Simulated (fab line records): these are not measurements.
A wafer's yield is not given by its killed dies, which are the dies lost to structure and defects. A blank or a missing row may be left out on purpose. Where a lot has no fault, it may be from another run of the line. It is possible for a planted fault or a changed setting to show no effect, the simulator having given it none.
fab line records	flow nandHarc
record lots=14	wafers=40	lastDay=33
route steps=1302 shown A_CONTACT@1084
lots with no fault: from the same line, run without faults
startH: hours from the record's first day to the start of the lot's first wafer shown	waitH: how many hours have passed since the lot's step before this one	" the same as in the row above	L1.1+2: a row that stands for several wafers	- value missing, or start not given	* or withheld: withheld	< > ~ a bound
route shown NAME@n: a module of which the file shows steps, and the number in the route of the first	usual: mean and standard deviation over wafers with no fault	same: alike in all rows	chamber/n: place in a boat	sites: the reading at each site	_std_site: standard deviation of those values	_edge_site: inner sites' mean taken away from outer sites' mean	radiusMm: for every site, how far away it sits from the centre of the wafer	mask NAME#n: copy n	behind: the tool/chamber that last shaped the wafer	hold: why the lot went on hold/how many hours it stayed there/how the hold came to an end	device: the n, p or np transistor that did not switch	end of line: tests run on the same wafers once the route is complete	for a step that has no rows: nothing shown but its recipe	killed: dies that structure and defects cost at the first sort, which is not the same as the wafer's yield	map: a wafer's dies, marking killed ones x, the rest . and places with no die _
set.NAME: the setting that was run; set.NAME@STEP: the one run at that earlier step	model.NAME: the simulator's own value behind a step, which no gauge read
route steps across a sampled set of lots; one table per step, one row per wafer
services: the hour from which a tool's chamber was out of use, counted from the record's first day as startH (under 0 if before that day), plus the number of hours and why
## steps
# step NHARC_A_CONTACT_ETCH_30
# recipe targetDepthA=726	timeS=36.3	cf4FlowSccm=100	chf3FlowSccm=30	arFlowSccm=0	rfW=500	biasW=200	chemistry=CF4/CHF3
# usual drypumpMotorCurrentA=5.76/0.24	oesProductAu=0.941/0.02	rfVppV=371.8/2.5	showerheadPlenumPTorr=1.61/0.068	throttleValvePct=16.802/0.0095
lot.wafer	tool	chamber	startH	waitH	drypumpMotorCurrentA	oesProductAu	rfHoursCounterH	rfVppV	showerheadPlenumPTorr	throttleValvePct
L585.2	rieDiel-04	0	-	-	5.81	0.916	29	372.5	1.65	16.786
L585.6	"	3	"	"	5.96	0.915	-	369.9	1.55	16.813
L585.5	"	0	"	"	5.81	0.918	-	373.7	1.65	16.810
L584.3	rieDiel-05	0	-	-	5.82	0.988	35	366.0	1.48	16.801
L584.2	"	1	"	"	6.04	0.963	34	368.2	1.49	16.799
L584.6	"	2	"	"	6.10	0.966	-	375.2	1.67	16.797
L586.1	rieDiel-04	0	-	-	5.74	0.971	1	374.4	1.65	16.801
L586.3	"	1	"	"	5.51	0.997	1	372.8	1.65	16.799
L586.5	"	2	"	"	5.62	0.977	-	374.1	1.67	16.800
L587.2	rieDiel-04	2	-	-	5.61	0.950	2	374.2	1.66	16.805
L587.5	"	0	"	"	5.81	0.945	-	372.2	1.65	16.813
L587.6	"	1	"	"	5.50	0.947	-	373.7	1.65	16.801
L594.3	rieDiel-04	1	-	-	5.49	0.939	8	372.7	1.65	16.788
L594.6	"	3	"	"	5.92	0.932	-	370.1	1.55	16.792
L594.5	"	0	"	"	5.79	0.926	-	373.7	1.65	16.796
L591.4	rieDiel-05	3	-	-	5.83	0.966	7	371.4	1.60	16.807
L592.1	rieDiel-02	1	-	-	5.90	0.941	11	369.2	1.51	16.802
L592.4	"	3	"	"	5.92	0.918	12	373.8	1.67	16.808
L592.5	"	1	"	"	5.92	0.937	-	367.6	1.51	16.796
L593.1	rieDiel-02	1	-	-	5.94	0.937	12	368.0	1.51	16.802
L593.3	"	3	"	"	5.91	0.924	14	376.3	1.67	16.792
L593.6	"	1	"	"	5.93	0.948	-	369.8	1.51	16.800
L595.1	rieDiel-02	1	-	-	5.92	0.933	20	368.1	1.51	16.793
L595.3	"	2	"	"	5.10	0.925	22	375.6	1.69	16.820
L595.2	"	0	"	"	6.20	0.939	19	366.9	1.47	16.791
L598.2	rieDiel-05	2	-	-	6.13	0.923	18	372.5	1.66	16.803
L598.3	"	0	"	"	5.81	0.927	20	367.9	1.47	16.783
L598.1	"	1	"	"	6.03	0.935	20	367.8	1.48	16.803
L597.2	rieDiel-04	2	-	-	5.62	0.923	17	374.4	1.66	16.789
L597.6	"	1	"	"	5.50	0.933	-	373.2	1.65	16.784
L597.5	"	2	"	"	5.62	0.931	-	371.3	1.66	16.802
L604.3	rieDiel-04	3	-	-	5.93	0.978	1	368.9	1.54	16.800
L604.1	"	2	"	"	5.62	0.979	1	373.9	1.66	16.817
L604.4	"	3	"	"	5.92	0.970	-	369.7	1.54	16.804
L606.3	rieDiel-04	0	-	-	5.79	0.920	2	374.0	1.64	16.785
L606.4	"	1	"	"	5.51	0.939	1	372.4	1.65	16.811
L606.5	"	1	"	"	5.54	0.940	-	372.5	1.65	16.792
L605.3	rieDiel-04	0	-	-	5.79	0.926	5	374.3	1.64	16.795
L605.1	"	1	"	"	5.49	0.937	4	372.1	1.65	16.802
L605.2	"	2	"	"	5.63	0.916	4	374.1	1.66	16.810
# step NHARC_A_CONTACT_ETCH_31
# recipe targetDepthA=28000	overEtchFrac=0.3	timeS=728	ionEnergyEv=150	o2FlowSccm=400	cosFlowSccm=20	arFlowSccm=0	rfW=500	biasW=300	chemistry=O2/COS
# usual drypumpMotorCurrentA=5.77/0.24	oesProductAu=1.000/0.0095	rfVppV=315.2/2	showerheadPlenumPTorr=3.19/0.13	throttleValvePct=28.330/0.0094
lot.wafer	tool	chamber	startH	waitH	drypumpMotorCurrentA	oesProductAu	rfHoursCounterH	rfVppV	showerheadPlenumPTorr	throttleValvePct
L585.2	rieDiel-04	2	-	-	5.62	0.996	25	316.8	3.30	28.341
L585.6	"	0	"	"	5.80	0.997	-	317.6	3.27	28.329
L585.5	"	1	"	"	5.49	0.989	-	317.0	3.28	28.332
L584.2	rieDiel-05	1	-	-	6.04	0.988	34	312.7	2.95	28.332
L584.3	"	2	"	"	6.15	1.017	19	316.1	3.31	28.328
L584.6	"	3	"	"	5.84	0.983	-	315.3	3.19	28.340
L586.3	rieDiel-04	3	-	-	5.89	0.991	2	313.2	3.07	28.341
L586.1	"	1	"	"	5.51	1.008	1	317.0	3.28	28.335
L586.5	"	0	"	"	5.85	1.000	-	317.1	3.27	28.339
L587.2	rieDiel-04	1	-	-	5.52	1.000	1	316.6	3.28	28.329
L587.5	"	3	"	"	5.92	0.985	-	311.9	3.07	28.325
L587.6	"	0	"	"	5.79	0.994	-	314.8	3.27	28.338
L594.3	rieDiel-04	3	-	-	5.96	0.994	8	314.1	3.07	28.332
L594.5	"	0	"	"	5.79	0.998	-	315.4	3.27	28.317
L594.6	"	3	"	"	5.98	0.983	-	313.9	3.07	28.332
L591.4	rieDiel-05	3	-	-	5.84	1.002	7	315.2	3.18	28.324
L592.4	rieDiel-02	2	-	-	5.13	1.001	11	317.6	3.37	28.332
L592.1	"	0	"	"	6.22	1.022	11	312.2	2.92	28.338
L592.5	"	3	"	"	5.95	1.008	-	317.9	3.31	28.324
L593.1	rieDiel-02	2	-	-	5.10	1.005	14	317.1	3.37	28.329
L593.3	"	3	"	"	5.88	1.001	14	317.4	3.31	28.350
L593.6	"	2	"	"	5.08	1.003	-	317.9	3.37	28.320
L595.3	rieDiel-02	2	-	-	5.11	1.013	22	317.6	3.36	28.323
L595.2	"	3	"	"	5.93	0.998	21	316.7	3.31	28.330
L595.1	"	0	"	"	6.24	1.006	19	310.7	2.92	28.357
L598.2	rieDiel-05	2	-	-	6.12	1.001	18	317.6	3.29	28.322
L598.3	"	3	"	"	5.87	0.998	21	314.0	3.17	28.325
L598.1	"	0	"	"	5.80	1.004	21	311.7	2.91	28.333
L597.2	rieDiel-04	2	-	-	5.62	1.002	17	316.6	3.29	28.320
L597.6	"	1	"	"	5.53	1.005	-	317.1	3.27	28.319
L597.5	"	2	"	"	5.61	0.997	-	316.1	3.29	28.337
L604.1	rieDiel-04	0	-	-	5.81	0.990	1	315.6	3.26	28.332
L604.3	"	2	"	"	5.64	1.001	1	315.4	3.29	28.317
L604.4	"	3	"	"	5.92	1.005	-	313.2	3.06	28.334
L606.4	rieDiel-04	3	-	-	5.94	1.005	3	312.4	3.06	28.342
L606.3	"	0	"	"	5.83	0.992	2	316.0	3.26	28.328
L606.5	"	0	"	"	5.81	1.000	-	316.2	3.26	28.322
L605.3	rieDiel-04	2	-	-	5.64	1.013	4	316.5	3.29	28.317
L605.1	"	3	"	"	5.94	1.009	5	314.1	3.06	28.335
L605.2	"	1	"	"	5.54	0.998	5	317.4	3.27	28.326
# step NHARC_A_CONTACT_ETCH_139
# recipe sourceW=withheld	pressureMtorr=20	biasV=400	timeS=195	targetDepthA=8400	arFlowSccm=withheld	c4f8FlowSccm=11.5	o2FlowSccm=7.2	chemistry=C4F8/O2/Ar
lot.wafer	tool	chamber	startH	waitH	rfHoursCounterH
L585.2	harCapEtch-03	1	520.69	0.2	47
L585.6	"	1	"	"	-
L585.5	"	0	"	"	-
L584.2	harCapEtch-02	0	524.64	0.2	87
L584.3	"	1	"	"	-
L584.6	"	1	"	"	-
L586.1	harCapEtch-03	1	547.95	0.2	52
L586.3	"	0	"	"	-
L586.5	"	1	"	"	-
L587.2	harCapEtch-02	1	548.70	0.2	93
L587.5	"	0	"	"	-
L587.6	"	1	"	"	-
L594.3	harCapEtch-03	0	599.84	0.2	-
L594.5	"	0	"	"	-
L594.6	"	1	"	"	-
L591.4	harCapEtch-03	0	607.56	0.2	-
L592.1	harCapEtch-02	1	609.51	0.2	104
L592.4	"	1	"	"	-
L592.5	"	0	"	"	-
L593.1	harCapEtch-03	0	614.12	0.2	64
L593.3	"	1	"	"	-
L593.6	"	0	"	"	-
L595.1	harCapEtch-03	0	635.47	0.2	67
L595.2	"	1	"	"	67
L595.3	"	1	"	"	-
L598.2	harCapEtch-01	1	649.05	0.2	28
L598.1	"	0	"	"	28
L598.3	"	0	"	"	-
L597.2	harCapEtch-02	0	651.35	0.2	111
L597.6	"	0	"	"	-
L597.5	"	1	"	"	-
L604.1	harCapEtch-03	1	724.67	0.2	81
L604.4	"	1	"	"	-
L604.3	"	0	"	"	-
L606.3	harCapEtch-02	0	730.72	0.2	-
L606.4	"	1	"	"	-
L606.5	"	0	"	"	-
L605.1	harCapEtch-01	0	740.00	0.2	43
L605.2	"	1	"	"	43
L605.3	"	1	"	"	-
# step NHARC_A_CONTACT_ETCH_98
# recipe targetDepthA=200	overEtchFrac=0.5	timeS=10	ionEnergyEv=250	c4f6FlowSccm=25	o2FlowSccm=20	arFlowSccm=500	rfW=600	biasW=500	chemistry=C4F6/O2
# usual drypumpMotorCurrentA=5.78/0.28	oesProductAu=0.958/0.022	rfVppV=548/3.8	showerheadPlenumPTorr=3.98/0.19	throttleValvePct=26.904/0.0093
lot.wafer	tool	chamber	startH	waitH	drypumpMotorCurrentA	oesProductAu	rfHoursCounterH	rfVppV	showerheadPlenumPTorr	throttleValvePct
L585.2	rieDiel-04	3	521.39	-	5.96	0.939	29	546	3.86	26.907
L585.5	"	0	"	"	5.79	0.942	-	550	4.11	26.899
L585.6	"	1	"	"	5.51	0.942	-	551	4.12	26.901
L584.3	rieDiel-04	0	525.30	-	5.79	0.944	31	550	4.10	26.885
L584.2	"	1	"	"	5.53	0.956	31	550	4.12	26.908
L584.6	"	3	"	"	5.96	0.919	-	545	3.86	26.902
L586.3	rieDiel-04	3	548.62	-	5.95	0.940	2	546	3.86	26.894
L586.1	"	0	"	"	5.81	0.773	2	550	4.10	26.913
L586.5	"	1	"	"	5.54	0.949	-	551	4.11	26.897
L587.2	rieDiel-02	2	549.88	-	5.12	0.938	51	540	3.65	26.914
L587.6	"	1	"	"	5.96	0.961	-	543	3.79	26.916
L587.5	"	2	"	"	5.11	0.954	-	540	3.65	26.913
L594.3	rieDiel-02	3	600.45	-	5.93	0.953	10	551	4.15	26.906
L594.6	"	0	"	"	6.26	0.968	-	542	3.68	26.890
L594.5	"	1	"	"	5.92	0.980	-	544	3.78	26.917
L591.4	rieDiel-04	0	608.16	0.1	5.83	0.769	-	551	4.10	26.907
L592.1	rieDiel-05	2	610.16	-	6.12	0.995	6	550	4.13	26.905
L592.4	"	0	"	"	5.83	1.012	8	542	3.67	26.911
L592.5	"	1	"	"	6.03	1.006	-	542	3.70	26.900
L593.3	rieDiel-05	3	614.78	-	5.84	0.992	10	547	3.99	26.900
L593.1	"	0	"	"	5.85	1.008	10	543	3.67	26.891
L593.6	"	2	"	"	6.12	1.001	-	550	4.13	26.904
L595.2	rieDiel-02	1	636.17	-	5.90	0.973	22	543	3.78	26.907
L595.1	"	3	"	"	5.92	0.963	22	551	4.15	26.890
L595.3	"	0	"	"	6.24	0.978	21	542	3.68	26.925
L598.2	rieDiel-05	0	649.74	-	5.79	0.928	21	542	3.66	26.885
L598.3	"	1	"	"	6.02	0.923	20	543	3.69	26.912
L598.1	"	2	"	"	6.10	0.938	19	550	4.13	26.885
L597.2	rieDiel-02	3	652.06	-	5.94	0.942	28	551	4.14	26.891
L597.5	"	1	"	"	5.92	0.963	-	543	3.77	26.894
L597.6	"	2	"	"	5.11	0.953	-	552	4.21	26.903
L604.3	rieDiel-02	1	725.58	-	5.91	0.982	52	543	3.76	26.908
L604.1	"	2	"	"	5.10	0.983	56	554	4.19	26.881
L604.4	"	0	"	"	6.29	0.962	52	541	3.66	26.918
L606.3	rieDiel-05	2	731.63	0.1	6.11	0.975	47	549	4.11	26.904
L606.5	"	0	"	"	5.84	0.961	-	541	3.65	26.920
L606.4	"	1	"	"	6.01	0.967	-	541	3.68	26.912
L605.3	rieDiel-02	2	740.70	-	5.10	0.957	61	552	4.19	26.898
L605.2	"	3	"	"	5.92	0.941	60	550	4.12	26.911
L605.1	"	1	"	"	5.93	0.963	61	542	3.75	26.890
## services
tool	chamber	startH	hours	kind
harCapEtch-01	-	497.46	17.0	pm
rieDiel-04	0	511.49	-	clean
rieDiel-04	1	511.49	-	clean
rieDiel-04	2	511.49	-	clean
rieDiel-04	3	511.49	-	clean
rieDiel-04	-	532.41	9.0	pm
rieDiel-04	0	532.41	9.0	ventCycle
rieDiel-04	1	532.41	9.0	ventCycle
rieDiel-04	2	532.41	9.0	ventCycle
rieDiel-04	3	532.41	9.0	ventCycle
rieDiel-04	0	541.41	-	clean
rieDiel-04	1	541.41	-	clean
rieDiel-04	2	541.41	-	clean
rieDiel-04	2	541.41	-	consumableReplace:focusRing
rieDiel-04	3	541.41	-	clean
rieDiel-04	0	565.91	-	clean
rieDiel-04	1	565.91	-	clean
rieDiel-04	2	565.91	-	clean
rieDiel-04	3	565.91	-	clean
rieDiel-02	-	577.30	9.0	pm
rieDiel-05	-	583.76	9.0	pm
rieDiel-05	0	618.01	5.8	repair
rieDiel-04	-	709.41	9.0	pm
rieDiel-05	3	729.23	4.2	repair
## key
firstSign step=NHARC_A_CONTACT_ETCH_98	reading=oesProductAu	direction=down	sigmas=8.6	usual=0.958	struck=0.771
effect none on later readings
metAt NHARC_A_CONTACT_ETCH_98
struckLots L586,L591
struckWafers L586.1,L591.4
sortLeftOut L586.1,L591.4
testerLeftOut L586,L591
notActingAt NHARC_A_CONTACT_ETCH_30,NHARC_A_CONTACT_ETCH_31,NHARC_A_CONTACT_ETCH_139
onsetBetween 525.30 548.62
earlierFault kind=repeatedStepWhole	tool=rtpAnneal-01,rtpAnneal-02	chamber=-	onsetH=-	steps=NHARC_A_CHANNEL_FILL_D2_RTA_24	times=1	scope=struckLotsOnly
fault kind=processParameterDrift	tool=rieDiel-04	chamber=0	onsetH=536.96	steps=NHARC_A_CONTACT_ETCH_98	channel=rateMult	offset=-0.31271	shape=step
# testerLeftOut: of these lots the tester's yield and bins aren't shown, on N5 and GAA mostly nor the transistor test; their killed dies are dies lost to structure and defects alone, not to doping, threshold or leakage, so they don't give the yield
# sortLeftOut: the simulated sort isn't trusted on such a fault, so these wafers' sort isn't shown, and their yield isn't known
